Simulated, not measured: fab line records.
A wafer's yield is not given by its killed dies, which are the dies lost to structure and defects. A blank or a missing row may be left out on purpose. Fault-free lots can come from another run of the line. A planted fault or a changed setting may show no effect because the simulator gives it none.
Chamber matching :: flow n5-finfet :: N5_GATE_CUT_STRIP_59 on rie-diel-01 has 4 sister chambers
The step strips in N2/H2, time 20 s. 14 wafers are shown with their chamber, then 7 later ones without.

WAFERS PAIRED WITH THEIR CHAMBERS
wafer: L075.3
chamber: 0
showerhead-plenum-p-Torr (Torr): 3.30
throttle-valve-pct (%): 11.73
drypump-motor-current-A (A): 5.63

wafer: L075.4
chamber: 1
showerhead-plenum-p-Torr (Torr): 3.45
throttle-valve-pct (%): 12.16
drypump-motor-current-A (A): 6.11

wafer: L075.6
chamber: 2
showerhead-plenum-p-Torr (Torr): 3.51
throttle-valve-pct (%): 12.48
drypump-motor-current-A (A): 5.66

wafer: L080.1
chamber: 0
showerhead-plenum-p-Torr (Torr): 3.29
throttle-valve-pct (%): 11.73
drypump-motor-current-A (A): 5.66

wafer: L080.3
chamber: 3
showerhead-plenum-p-Torr (Torr): 3.42
throttle-valve-pct (%): 12.19
drypump-motor-current-A (A): 5.86

wafer: L080.4
chamber: 2
showerhead-plenum-p-Torr (Torr): 3.51
throttle-valve-pct (%): 12.49
drypump-motor-current-A (A): 5.69

wafer: L081.1
chamber: 3
showerhead-plenum-p-Torr (Torr): 3.42
throttle-valve-pct (%): 12.21
drypump-motor-current-A (A): 5.85

wafer: L081.2
chamber: 1
showerhead-plenum-p-Torr (Torr): 3.45
throttle-valve-pct (%): 12.17
drypump-motor-current-A (A): 6.12

wafer: L081.4
chamber: 0
showerhead-plenum-p-Torr (Torr): 3.29
throttle-valve-pct (%): 11.74
drypump-motor-current-A (A): 5.67

wafer: L085.3
chamber: 3
showerhead-plenum-p-Torr (Torr): 3.42
throttle-valve-pct (%): 12.21
drypump-motor-current-A (A): 5.86

wafer: L085.5
chamber: 1
showerhead-plenum-p-Torr (Torr): 3.44
throttle-valve-pct (%): 12.21
drypump-motor-current-A (A): 6.09

wafer: L085.6
chamber: 0
showerhead-plenum-p-Torr (Torr): 3.29
throttle-valve-pct (%): 11.76
drypump-motor-current-A (A): 5.68

wafer: L093.1
chamber: 0
showerhead-plenum-p-Torr (Torr): 3.28
throttle-valve-pct (%): 11.80
drypump-motor-current-A (A): 5.70

wafer: L093.2
chamber: 1
showerhead-plenum-p-Torr (Torr): 3.43
throttle-valve-pct (%): 12.24
drypump-motor-current-A (A): 6.16

SIGNATURES (means of the wafers above)
reading: showerhead-plenum-p-Torr
chamber 0: 3.2900
chamber 1: 3.4425
chamber 2: 3.5100
chamber 3: 3.4200
scatter within a chamber: 0.00689

reading: throttle-valve-pct
chamber 0: 11.7520
chamber 1: 12.1950
chamber 2: 12.4850
chamber 3: 12.2033
scatter within a chamber: 0.0281

reading: drypump-motor-current-A
chamber 0: 5.6680
chamber 1: 6.1200
chamber 2: 5.6750
chamber 3: 5.8567
scatter within a chamber: 0.0241
Rule: a wafer's distance from a chamber is the root of the sum, over the readings, of the square of ((its reading less the chamber's mean) divided by the reading's scatter). If the next closest chamber is less than 2 further off than the closest, the wafer can't be placed; otherwise it belongs to the closest. The scatter is the square root of a quotient: the sum, over the shown wafers, of each reading's squared deviation from its chamber's mean, divided by wafers minus chambers.

WAFERS MISSING THEIR CHAMBER
wafer: L093.3
showerhead-plenum-p-Torr (Torr): 3.50
throttle-valve-pct (%): 12.55
drypump-motor-current-A (A): 5.67

wafer: L093.4
showerhead-plenum-p-Torr (Torr): 3.43
throttle-valve-pct (%): 12.25
drypump-motor-current-A (A): 6.12

wafer: L093.5
showerhead-plenum-p-Torr (Torr): 3.28
throttle-valve-pct (%): 11.79
drypump-motor-current-A (A): 5.70

wafer: L093.6
showerhead-plenum-p-Torr (Torr): 3.50
throttle-valve-pct (%): 12.54
drypump-motor-current-A (A): 5.66

wafer: L096.3
showerhead-plenum-p-Torr (Torr): 3.28
throttle-valve-pct (%): 11.83
drypump-motor-current-A (A): 5.68

wafer: L096.5
showerhead-plenum-p-Torr (Torr): 3.41
throttle-valve-pct (%): 11.61
drypump-motor-current-A (A): 5.86

wafer: L096.6
showerhead-plenum-p-Torr (Torr): 3.49
throttle-valve-pct (%): 12.55
drypump-motor-current-A (A): 5.67

CHAMBER TAKEN BY EACH
wafer: L093.3
from the rows above: 2
in truth: 2

wafer: L093.4
from the rows above: 1
in truth: 1

wafer: L093.5
from the rows above: 0
in truth: 0

wafer: L093.6
from the rows above: 2
in truth: 2

wafer: L096.3
from the rows above: 0
in truth: 0

wafer: L096.5
from the rows above: can't be placed: 0 or 3
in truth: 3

wafer: L096.6
from the rows above: 2
in truth: 2
Placed correctly: 6 of 7. Not placeable from these rows: 1 (in 1, the candidates include the true chamber). Placed wrongly: 0.
